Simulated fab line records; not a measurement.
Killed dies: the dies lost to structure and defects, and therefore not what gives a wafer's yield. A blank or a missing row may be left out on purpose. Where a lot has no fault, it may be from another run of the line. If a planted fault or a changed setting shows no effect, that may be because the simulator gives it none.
What tool caused it?    flow n5_finfet    30 wafers from 11 lots sampled at 4 of the route's 1938 steps

== WHAT THE GAUGES SHOWED, per wafer ==
N5_BEOL_M5_OCD_MEAS_38.
lot   measured      on      trench_depth_nm (nm)
L145  day 9 13:02   ocd-02  71.0 71.4 71.4
L146  day 9 18:22   ocd-02  71.0 70.4 71.6
L147  day 9 18:32   ocd-02  72.0 71.3 71.6
L150  day 11 04:41  ocd-02  69.9 69.4 70.2
L152  day 11 07:24  ocd-02  70.8 73.5 70.5
L158  day 12 07:07  ocd-01  70.0 69.2
L156  day 12 16:41  ocd-01  72.0 70.7
L160  day 13 03:02  ocd-02  68.8 68.9
L165  day 14 21:25  ocd-02  71.8 69.7 70.6
L167  day 15 12:54  ocd-02  71.3 69.6 73.1
L168  day 15 16:17  ocd-01  68.6 72.3 71.9

== EACH LOT AND THE TOOL THAT RAN IT (in order: tool; ch and the chambers of the sampled wafers; start) ==
lot   N5_BEOL_M5_STRIP_64                 N5_BEOL_M5_ETCH_75                  N5_BEOL_M5_ETCH_67
L145  rie_diel-01 ch 0,2,3, day 9 10:52   rie_diel-04 ch 1,3, day 9 12:40     rie_diel-04 ch 1,3, day 9 12:40
L146  rie_diel-04 ch 1,2,3, day 9 16:38   rie_diel-04 ch 2,3, day 9 17:59     rie_diel-04 ch 2,3, day 9 18:00
L147  rie_diel-03 ch 0,1,3, day 9 17:21   rie_diel-01 ch 0,1, day 9 18:08     rie_diel-01 ch 0,1, day 9 18:10
L150  rie_diel-01 ch 0,1,2, day 11 01:43  rie_diel-03 ch 0,1, day 11 04:18    rie_diel-03 ch 0,1, day 11 04:19
L152  rie_diel-04 ch 0,3, day 11 05:32    rie_diel-03 ch 0,1,3, day 11 07:01  rie_diel-03 ch 0,1,3, day 11 07:02
L158  rie_diel-03 ch 2,3, day 12 04:03    rie_diel-03 ch 1,2, day 12 06:43    rie_diel-03 ch 1,2, day 12 06:44
L156  rie_diel-03 ch 1, day 12 14:42      rie_diel-01 ch 0,1, day 12 16:18    rie_diel-01 ch 0,1, day 12 16:19
L160  rie_diel-01 ch 2,3, day 12 23:55    rie_diel-03 ch 1,2, day 13 02:39    rie_diel-03 ch 1,2, day 13 02:40
L165  rie_diel-03 ch 0,2,3, day 14 19:37  rie_diel-04 ch 1,3, day 14 21:02    rie_diel-04 ch 1,3, day 14 21:04
L167  rie_diel-04 ch 0,1,2, day 15 10:13  rie_diel-03 ch 0,1,3, day 15 12:31  rie_diel-03 ch 0,1,3, day 15 12:32
L168  rie_diel-01 ch 1,2,3, day 15 14:13  rie_diel-04 ch 1,2,3, day 15 15:55  rie_diel-04 ch 1,2,3, day 15 15:55
- N5_BEOL_M5_STRIP_64: strips in CF4.
- N5_BEOL_M5_ETCH_75: etches underlayer in N2/H2, target depth 6.5 nm, time 5.2 s.
- N5_BEOL_M5_ETCH_67: etches SiARC in CF4, target depth 15.6 nm, time 26 s.

== THE ANSWER, worked out from the rows above alone ==
Rule: the lots themselves supply what counts as usual. Put in order of their means at a reading, lots are off if they are a third of the lots or fewer, leave a main group of 4 or more, and stand apart from it by a gap of 3 or more times the standard deviation of the main group's means; of several such gaps the widest counts. Not used: any main group whose means are identical at the precision the tables above print for the reading. A lot without any number at a reading at which 4 lots or more have one is off too. The other lots that the step has rows for count as sound.
Across all readings shown, no lot is off: no conclusion can be drawn from this.

== WHAT WAS PUT IN BY THE SIMULATOR ==
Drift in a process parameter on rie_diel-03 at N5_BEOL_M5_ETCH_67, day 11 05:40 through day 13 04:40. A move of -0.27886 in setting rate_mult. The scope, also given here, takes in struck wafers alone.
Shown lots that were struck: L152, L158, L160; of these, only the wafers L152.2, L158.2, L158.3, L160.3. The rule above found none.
